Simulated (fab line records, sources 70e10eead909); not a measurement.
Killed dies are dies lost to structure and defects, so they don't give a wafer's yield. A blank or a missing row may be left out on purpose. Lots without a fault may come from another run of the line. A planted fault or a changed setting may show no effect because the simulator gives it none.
Which tool did it? | flow nand_harc | 6 lots, 18 wafers sampled, at 1 step of a route of 1159

WHAT THE GAUGES READ, wafer by wafer
NHARC_P_BONDPAD_THK_MEAS_20: measures by xrf.
lot  | measured     | on            | thk_nm (nm)
L265 | day 6 23:38  | film_metro-01 | 161.4 161.3 159.4
L268 | day 7 08:56  | film_metro-02 | 162.5 159.4 160.1
L274 | day 8 16:05  | film_metro-01 | 161.2 162.8 162.5
L282 | day 10 23:22 | film_metro-01 | 157.2 158.6 160.6
L283 | day 11 13:04 | film_metro-01 | 159.5 158.3 159.6
L286 | day 11 20:10 | film_metro-02 | 161.9 160.2 158.5

WHICH TOOL RAN EACH LOT (tool, then ch and the chambers of the sampled wafers, then the start)
The record holds no process step before these readings.

THE ANSWER, worked out from the rows above alone
Rule: what is usual is taken from the lots themselves. Put in order of their means at a reading, lots are off if they are a third of the lots or fewer, leave a main group of 4 or more, and stand apart from it by a gap of 3 or more times the standard deviation of the main group's means; of several such gaps the widest counts. A main group whose means are all the same, to the digits that the tables above print for the reading, isn't used. A lot without any number at a reading at which 4 lots or more have one is off too. The other lots that the step has rows for count as sound.
No lot is off at any reading shown: from this, nothing can be told.

WHAT THE SIMULATOR HAD PUT IN
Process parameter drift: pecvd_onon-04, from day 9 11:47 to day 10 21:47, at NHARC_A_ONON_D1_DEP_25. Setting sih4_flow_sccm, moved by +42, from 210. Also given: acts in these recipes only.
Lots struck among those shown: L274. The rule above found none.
